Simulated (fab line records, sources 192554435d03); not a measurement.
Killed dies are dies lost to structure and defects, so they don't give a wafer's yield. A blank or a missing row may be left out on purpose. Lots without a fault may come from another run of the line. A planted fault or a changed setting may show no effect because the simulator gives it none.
A struck lot beside a sound one | flow n5_finfet | 39 steps out of a route of 1938
Sound: wafers L866.3, L866.4, L866.5. Struck: wafers L883.4, L883.5. (L883.6 of the same lot was not struck and is left out.) The cause comes at the end.
At each step with rows: each side's tool, then ch and its chambers, then its first start. Under that, the readings that differ: sound wafers | struck wafers | difference of the means | sigmas: that difference in standard deviations of wafers without a fault.
alike: readings whose means differ by less than 2 such deviations, and words and numbers that are the same on both sides. not compared: withheld readings, readings that some wafer has no value for, bounds like >300 that may hide the same value, and numbers for which the record gives no deviation and whose values overlap.
The two part at a step that has a row with sigmas, a row that says differs or no value, or rows on one side only. Numbers that don't overlap but have no deviation are shown without sigmas and don't part them. A reading that every wafer of one side lacks parts them only if that side has two wafers or more.

first, 12 steps without rows for these wafers: N5_SD_EPI_N_ETCH_35 (etches SOC in N2/H2, overetch 108 nm, time 486 s); N5_SD_EPI_N_STRIP_36 (strips in N2/H2); N5_SD_EPI_N_ETCHBACK_44 (etches SiNx in CH3F/O2, stops on SiO2, target depth 14.5 nm); N5_SD_EPI_N_ETCH_45 (etches SiOCN in CH3F/O2, target depth 6 nm); N5_SD_EPI_N_ETCH_16 (etches SiO2 in CHF3/O2, target depth 5 nm); N5_SD_EPI_N_STRIP_47 (strips in CHF3/O2); N5_SD_EPI_N_SD_RECESS_17 (chemistry HBr/Cl2/O2, target depth 41 nm, time 23.7 s, bt time 3 s); N5_SD_EPI_N_STRIP_38 (strips in N2/H2); N5_SD_EPI_N_WET_ETCH_43 (etches SiO2 in dHF, time 14 s, target depth 1.5 nm); N5_SD_EPI_N_STRIP_18 (strips in SPM, time 750 s); N5_SD_EPI_N_SRD_20 (time 30 s); N5_SD_EPI_N_PRECLEAN_48 (cleans in NF3:NH3, afs cycles 2, time 20 s, sublimation time 60 s).
N5_SD_EPI_N_VAPOR_ETCH_50: etches Si in HCl, time 54 s.
  sound on epi_rpcvd-02 ch 0, day 3 20:20; struck on epi_rpcvd-02 ch 0, day 8 01:26
  alike: throttle_valve_pct
then, 24 steps without rows for these wafers: N5_SD_EPI_N_EPI_21 (deposits Si:P, time 690 s); N5_SD_EPI_N_PRECLEAN_24 (cleans in O3/DIW, time 60 s); N5_SD_EPI_N_SRD_25 (time 30 s); N5_SD_EPI_N_PRECLEAN_49 (cleans in NF3:NH3, afs cycles 1, time 20 s, sublimation time 60 s); N5_SD_EPI_N_LINER_46 (material SiNx, target thk 3 nm); N5_SD_EPI_P_COAT_34 (time 60 s, resist thk 350 nm); N5_SD_EPI_P_COAT_35 (time 60 s, resist thk 35 nm); N5_SD_EPI_P_COAT_03 (resist thk 150 nm); N5_SD_EPI_P_EBR_05; N5_SD_EPI_P_SOFTBAKE_04 (time 60 s); N5_SD_EPI_P_EXPOSE_06 (exposes mask SD P BLK, target cd 240 nm); N5_SD_EPI_P_PEB_07 (peb time 60 s); N5_SD_EPI_P_DEVELOP_08 (develop time 30 s); N5_SD_EPI_P_DESCUM_14 (chemistry O2, time 7.9 s); N5_SD_EPI_P_ETCH_36 (etches SiARC in CF4, target depth 45.5 nm, time 75.8 s); N5_SD_EPI_P_ETCH_37 (etches SOC in N2/H2, overetch 108 nm, time 486 s); N5_SD_EPI_P_STRIP_38 (strips in N2/H2); N5_SD_EPI_P_ETCHBACK_46 (etches SiNx in CH3F/O2, stops on SiO2, target depth 17.5 nm); N5_SD_EPI_P_ETCH_47 (etches SiOCN in CH3F/O2, target depth 25 nm); N5_SD_EPI_P_ETCH_16 (etches SiO2 in CHF3/O2, target depth 5 nm); N5_SD_EPI_P_STRIP_50 (strips in CHF3/O2); N5_SD_EPI_P_SD_RECESS_17 (chemistry HBr/Cl2/O2, target depth 39.1 nm, bt time 3 s); N5_SD_EPI_P_WET_ETCH_45 (etches SiO2 in dHF, time 10.7 s, target depth 2 nm, rinse time 30 s); N5_SD_EPI_P_STRIP_40 (strips in N2/H2).
-- the record jumps here: 5 days lie between the struck wafers' starts before and after (it left off in module SD_EPI_P and takes up again in module BEOL_M4, whose first step shown is number 1111 of the route) --
N5_BEOL_M4_RC_MEAS_101:
  sound on prober-01 ch 0, day 8 15:26; struck on prober-01 ch 0, day 13 00:51
  reading            | sound                | struck        | difference | sigmas
  DIBL_N (mV/V)      | 35.2 35.9 35.7       | 41.6 42.9     | +6.6       | +4
  IOFF_N (nA/um)     | 0.130 0.140 0.139    | 0.256 0.293   | +0.138     | +6
  IOFF_N_85C (nA/um) | 2.7 2.8 2.8          | 4.6 5.2       | +2.1       | +5
  IOFF_N_LIN (nA/um) | 0.063 0.065 0.066    | 0.107 0.123   | +0.050     | +5
  IOFF_P (nA/um)     | 0.164 0.174 0.167    | 0.220 0.253   | +0.068     | +2
  ION_N (uA/um)      | 668 663 669          | 701 717       | +42        | +4
  REXT_N (ohm.um)    | 74.5 72.8 74.3       | 69.9 68.8     | -4.5       | -3
  SS_N (mV/dec)      | 70.5 71.6 71.7       | 72.4 72.3     | +1.1       | +2
  VT_N (mV)          | 251.5 250.7 251.8    | 242.3 239.0   | -10.7      | -4
  VT_P (mV)          | -254.6 -256.3 -257.6 | -249.5 -247.3 | +7.8       | +3
  alike: DIBL_P, ION_P, SS_P
-- the record jumps here: 5 days lie between the struck wafers' starts before and after (it left off in module BEOL_M4 and takes up again in module PASSIVATION, whose first step shown is number 1936 of the route) --
N5_PASSIVATION_PROBE_49:
  sound on prober-02, day 12 15:05; struck on prober-01, day 17 14:17
  alike: defect_limited_yield, killed_at_M0_to_M3, killed_at_M4_up, killed_at_contacts, killed_at_front_end, killed_at_other, killed_dies, killed_open, killed_short, sort_bin_5_function, sort_bin_6_memory, sort_n_pass, sort_yield_pct
  not compared: sort_bin_4_leakage

WHERE THEY PART
Only at N5_BEOL_M4_RC_MEAS_101, within this record. Later steps at which nothing parts them and some readings are alike: N5_PASSIVATION_PROBE_49.

WHY: what the simulator had put in
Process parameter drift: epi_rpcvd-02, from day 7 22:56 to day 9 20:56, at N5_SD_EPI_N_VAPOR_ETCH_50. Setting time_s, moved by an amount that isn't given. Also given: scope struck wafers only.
